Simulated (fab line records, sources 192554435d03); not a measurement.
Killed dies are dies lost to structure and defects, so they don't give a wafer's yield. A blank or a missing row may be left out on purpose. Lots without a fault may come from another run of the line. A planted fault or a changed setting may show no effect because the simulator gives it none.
A struck lot beside a sound one | flow n5_finfet | 25 steps out of a route of 1938
Sound: wafers L993.3, L993.5. Struck: wafers L997.2, L997.3, L997.4. The cause comes at the end.
At each step with rows: each side's tool, then ch and its chambers, then its first start. Under that, the readings that differ: sound wafers | struck wafers | difference of the means | sigmas: that difference in standard deviations of wafers without a fault.
alike: readings whose means differ by less than 2 such deviations, and words and numbers that are the same on both sides. not compared: withheld readings, readings that some wafer has no value for, bounds like >300 that may hide the same value, and numbers for which the record gives no deviation and whose values overlap.
The two part at a step that has a row with sigmas, a row that says differs or no value, or rows on one side only. Numbers that don't overlap but have no deviation are shown without sigmas and don't part them. A reading that every wafer of one side lacks parts them only if that side has two wafers or more.

N5_BEOL_M6_THK_MEAS_53: measures by xrf.
  sound on film_metro-02, day 9 01:26; struck on film_metro-02, day 10 05:26
  alike: M6_THK
then, 1 step without rows for these wafers: N5_BEOL_M6_PRE_CLEAN_55 (time 15 s).
N5_BEOL_M6_DEP_56: deposits SiCN from 3MS/NH3, target thk 10 nm, time 17.5 s.
  sound on pecvd-03 ch 1,2, day 9 01:30; struck on pecvd-02 ch 0,1, day 10 05:30
  alike: showerhead_plenum_p_Torr, throttle_valve_pct
N5_BEOL_M6_RS_MEAS_57: measures by four-point-probe.
  sound on film_metro-01, day 9 01:34; struck on film_metro-01, day 10 05:34
  alike: M6_RS
N5_BEOL_M6_INSPECT_58: inspects for defects (darkfield).
  sound on defect_inspect-02, day 9 01:36; struck on defect_inspect-02, day 10 05:36
  alike: raw_defect_count
N5_BEOL_M7_ILD_DEP_00: deposits SiCOH lowk from DEMS/porogen, target thk 179.75 nm, time 33.4 s.
  sound on pecvd-02 ch 1, day 9 01:38; struck on pecvd-04 ch 0,1, day 10 05:38
  alike: heater_power_w, showerhead_plenum_p_Torr, susceptor_temp_C, throttle_valve_pct
then, 1 step without rows for these wafers: N5_BEOL_M7_CURE_74 (cures SiCOH lowk, time 240 s).
N5_BEOL_M7_THK_MEAS_01:
  sound on film_metro-01, day 9 02:13; struck on film_metro-01, day 10 06:42
  alike: M7_ILD_THK
N5_BEOL_M7_PECVD_70: deposits SiO2 from TEOS/O2, target thk 20 nm, time 22.7 s.
  sound on pecvd-04 ch 1, day 9 02:15; struck on pecvd-02 ch 0,1,2, day 10 06:44
  alike: heater_power_w, showerhead_plenum_p_Torr, susceptor_temp_C, throttle_valve_pct
N5_BEOL_M7_HM_DEP_02: deposits TiN, target thk 20 nm.
  sound on pvd_sputter-02, day 9 02:37; struck on pvd_sputter-01, day 10 07:51
  alike: substrate_temp_c, susceptor_temp_C, throttle_valve_pct
then, 2 steps without rows for these wafers: N5_BEOL_M7_COAT_59 (time 60 s, resist thk 100 nm); N5_BEOL_M7_COAT_60 (time 60 s, resist thk 35 nm).
N5_BEOL_M7_COAT_05: resist thk 90 nm.
  sound on litho_track-02 ch 0, day 9 02:44; struck on litho_track-02 ch 0, day 10 07:59
  reading                                      | sound         | struck               | difference | sigmas
  spin_speed_rpm (rpm)                         | 1501.8 1500.8 | 1380.4 1380.8 1380.6 | -120.7     | -99 or more
  model.CAR-ArF_of_BEOL_M7_COAT_05.thk_nm (nm) | 90.2 90.2     | 94 93.8 94.2         | +4         |
  alike: exhaust_pa
then, 5 steps without rows for these wafers: N5_BEOL_M7_EBR_07; N5_BEOL_M7_SOFTBAKE_06 (time 60 s); N5_BEOL_M7_EXPOSE_08 (exposes mask M7); N5_BEOL_M7_PEB_09 (peb time 60 s); N5_BEOL_M7_DEVELOP_10 (develop time 30 s).
N5_BEOL_M7_CD_MEAS_11: target cd 38.5 nm.
  sound on cd_sem-03 ch 0, day 9 02:59; struck on cd_sem-01 ch 0, day 10 08:13
  alike: cd_nm
N5_BEOL_M7_OVL_MEAS_12:
  sound on overlay-02 ch 0, day 9 03:01; struck on overlay-01 ch 0, day 10 08:15
  reading     | sound     | struck         | difference | sigmas
  M7_OVL (nm) | -0.1 -0.1 | -2.0 -1.9 -0.8 | -1.5       | -2
N5_BEOL_M7_INSPECT_13: inspects for defects (brightfield).
  sound on defect_inspect-02, day 9 03:02; struck on defect_inspect-01, day 10 08:17
  alike: raw_defect_count
then, 1 step without rows for these wafers: N5_BEOL_M7_DESCUM_16 (chemistry O2, time 7.9 s).
N5_BEOL_M7_ETCH_61: etches SiARC in CF4, target depth 45.5 nm, time 75.8 s.
  sound on rie_diel-02 ch 0,1, day 9 03:07; struck on rie_diel-01 ch 1,2, day 10 08:35
  reading                                      | sound     | struck         | difference | sigmas
  model.CAR-ArF_of_BEOL_M7_COAT_05.thk_nm (nm) | 51.2 51.2 | 54.8 54.8 55.2 | +3.7       |
  alike: bias_w, drypump_motor_current_A, etch_rf_on_time_s, oes_product_au, rf_vpp_V, showerhead_plenum_p_Torr, throttle_valve_pct
  not compared: rf_hours_counter_h
N5_BEOL_M7_ETCH_62: etches SOC in N2/H2, target depth 110 nm, overetch 22 nm, time 165 s.
  sound on rie_diel-02 ch 0,1, day 9 03:10; struck on rie_diel-01 ch 1,2, day 10 08:38
  alike: bias_w, drypump_motor_current_A, oes_product_au, rf_vpp_V, showerhead_plenum_p_Torr, throttle_valve_pct
  not compared: rf_hours_counter_h
N5_PASSIVATION_PROBE_49:
  the record has rows for the sound wafers here (prober-01, day 12 15:18) and none for the struck ones

WHERE THEY PART
First at N5_BEOL_M7_COAT_05; last, within this record, at N5_PASSIVATION_PROBE_49.

WHY: what the simulator had put in
Process parameter drift: litho_track-02, from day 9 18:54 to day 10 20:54, at N5_BEOL_M7_COAT_05. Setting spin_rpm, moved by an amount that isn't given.
